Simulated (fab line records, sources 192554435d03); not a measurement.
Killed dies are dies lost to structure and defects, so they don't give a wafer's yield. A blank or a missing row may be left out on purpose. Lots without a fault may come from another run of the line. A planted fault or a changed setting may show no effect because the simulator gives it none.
A struck lot beside a sound one | flow n5_finfet | 37 steps out of a route of 1938
Sound: wafers L529.1, L529.4, L529.5. Struck: wafer L517.6. (L517.2 of the same lot was not struck and is left out.) The cause comes at the end.
At each step with rows: each side's tool, then ch and its chambers, then its first start. Under that, the readings that differ: sound wafers | struck wafers | difference of the means | sigmas: that difference in standard deviations of wafers without a fault.
alike: readings whose means differ by less than 2 such deviations, and words and numbers that are the same on both sides. not compared: withheld readings, readings that some wafer has no value for, bounds like >300 that may hide the same value, and numbers for which the record gives no deviation and whose values overlap.
The two part at a step that has a row with sigmas, a row that says differs or no value, or rows on one side only. Numbers that don't overlap but have no deviation are shown without sigmas and don't part them. A reading that every wafer of one side lacks parts them only if that side has two wafers or more.

first, 9 steps without rows for these wafers: N5_BEOL_M4_ANNEAL_95 (time 240 s); N5_BEOL_M4_SPUTTER_96 (material Cu, target thk 4.5 nm, time 8.29 s); N5_BEOL_M4_ECD_50 (material Cu, target thk 300 nm); N5_BEOL_M4_ANNEAL_51 (time 90 s); N5_BEOL_M4_CMP_52 (polishes, stops on SiOC, t overpolish 6.8 s, target thk 40 nm); N5_BEOL_M4_PRE_CLEAN_60 (time 15 s); N5_BEOL_M4_CO_CAP_55 (material Co, precursor CCTBA/H2, target thk 2 nm, time 102.1 s); N5_BEOL_M4_PRE_CLEAN_56 (time 15 s); N5_BEOL_M4_DEP_57 (deposits SiCN from 3MS/NH3, target thk 8 nm, time 14 s).
N5_BEOL_M4_RC_MEAS_101:
  sound on prober-02 ch 0, day 14 07:40; struck on prober-02 ch 0, day 11 17:26
  reading   | sound          | struck | difference | sigmas
  VT_N (mV) | 248 247 246    | 254    | +7         | +2
  VT_P (mV) | -246 -248 -244 | -254   | -8         | -3
  alike: DIBL_N, DIBL_P, IOFF_N, IOFF_P, ION_N, ION_P, SS_N, SS_P
then, 24 steps without rows for these wafers: N5_BEOL_M5_ILD_DEP_00 (deposits SiCOH lowk from DEMS/porogen, target thk 140.64 nm, time 25.9 s); N5_BEOL_M5_CURE_79 (cures SiCOH lowk, time 240 s); N5_BEOL_M5_PECVD_70 (deposits SiO2 from TEOS/O2, target thk 16 nm, time 18 s); N5_BEOL_M5_HM_DEP_02 (deposits TiN, target thk 20 nm); N5_BEOL_M5_COAT_59 (time 60 s, resist thk 60 nm); N5_BEOL_M5_COAT_60 (time 60 s, resist thk 12 nm); N5_BEOL_M5_COAT_71 (time 60 s, resist thk 5 nm); N5_BEOL_M5_COAT_05 (resist thk 30 nm); N5_BEOL_M5_EBR_07; N5_BEOL_M5_SOFTBAKE_06 (time 60 s); N5_BEOL_M5_EXPOSE_08 (exposes mask M5, target cd 28 nm); N5_BEOL_M5_PEB_09 (peb time 60 s); N5_BEOL_M5_DEVELOP_10 (develop time 30 s); N5_BEOL_M5_DESCUM_16 (chemistry O2, time 7 s); N5_BEOL_M5_ETCH_72 (etches underlayer in N2/H2, target depth 6.5 nm, time 5.2 s); N5_BEOL_M5_ETCH_61 (etches SiARC in CF4, target depth 15.6 nm, time 26 s); N5_BEOL_M5_ETCH_62 (etches SOC in N2/H2, target depth 75 nm, overetch 15 nm, time 112.5 s); N5_BEOL_M5_STRIP_63 (strips in N2/H2); N5_BEOL_M5_STRIP_73 (strips in N2/H2); N5_BEOL_M5_STRIP_64 (strips in CF4); N5_BEOL_M5_HM_OPEN_17 (chemistry Cl2/BCl3, target TiN, target depth 20 nm, overetch 6 nm); N5_BEOL_M5_STRIP_19 (strips in O2); N5_BEOL_M5_COAT_65 (time 60 s, resist thk 60 nm); N5_BEOL_M5_COAT_66 (time 60 s, resist thk 12 nm).
N5_BEOL_M7_ETCH_66: etches SOC in N2/H2, target depth 80 nm, overetch 16 nm, time 120 s.
  sound on rie_diel-06 ch 0,1,2, day 15 23:55; struck on rie_diel-01 ch 2, day 13 01:14
  reading                                    | sound             | struck | difference | sigmas
  model.etch.depth_nm (nm)                   | 60.11 60.04 60.04 | 55.8   | -4.3       |
  model.SiARC_of_BEOL_M7_COAT_64.thk_nm (nm) | 6.4 6.2 6.6       | 8.8    | +2.4       |
  model.BEOL_M7.cd_nm (nm)                   | 40.4 40.4 40      | 38.6   | -1.7       |
  alike: bias_w, drypump_motor_current_A, oes_product_au, rf_vpp_V, showerhead_plenum_p_Torr, throttle_valve_pct
  not compared: rf_hours_counter_h
N5_BEOL_M7_VIA_ETCH_34: etches SiCOH lowk in C4F6/O2, target depth 125.5 nm, time 50.5 s.
  sound on rie_diel-06 ch 0,1,2, day 16 00:01; struck on rie_diel-01 ch 2, day 13 01:20
  reading                  | sound          | struck | difference | sigmas
  model.BEOL_M7.cd_nm (nm) | 40.4 40.4 40.2 | 38.6   | -1.7       |
  alike: bias_w, drypump_motor_current_A, oes_product_au, rf_vpp_V, showerhead_plenum_p_Torr, throttle_valve_pct
  not compared: rf_hours_counter_h
-- the record jumps here: 4 days lie between the struck wafers' starts before and after (it left off in module BEOL_M7 and takes up again in module PASSIVATION, whose first step shown is number 1936 of the route) --
N5_PASSIVATION_PROBE_49:
  the record has rows for the struck wafers here (prober-01, day 17 05:51) and none for the sound ones

WHERE THEY PART
First at N5_BEOL_M4_RC_MEAS_101; last, within this record, at N5_PASSIVATION_PROBE_49.

WHY: what the simulator had put in
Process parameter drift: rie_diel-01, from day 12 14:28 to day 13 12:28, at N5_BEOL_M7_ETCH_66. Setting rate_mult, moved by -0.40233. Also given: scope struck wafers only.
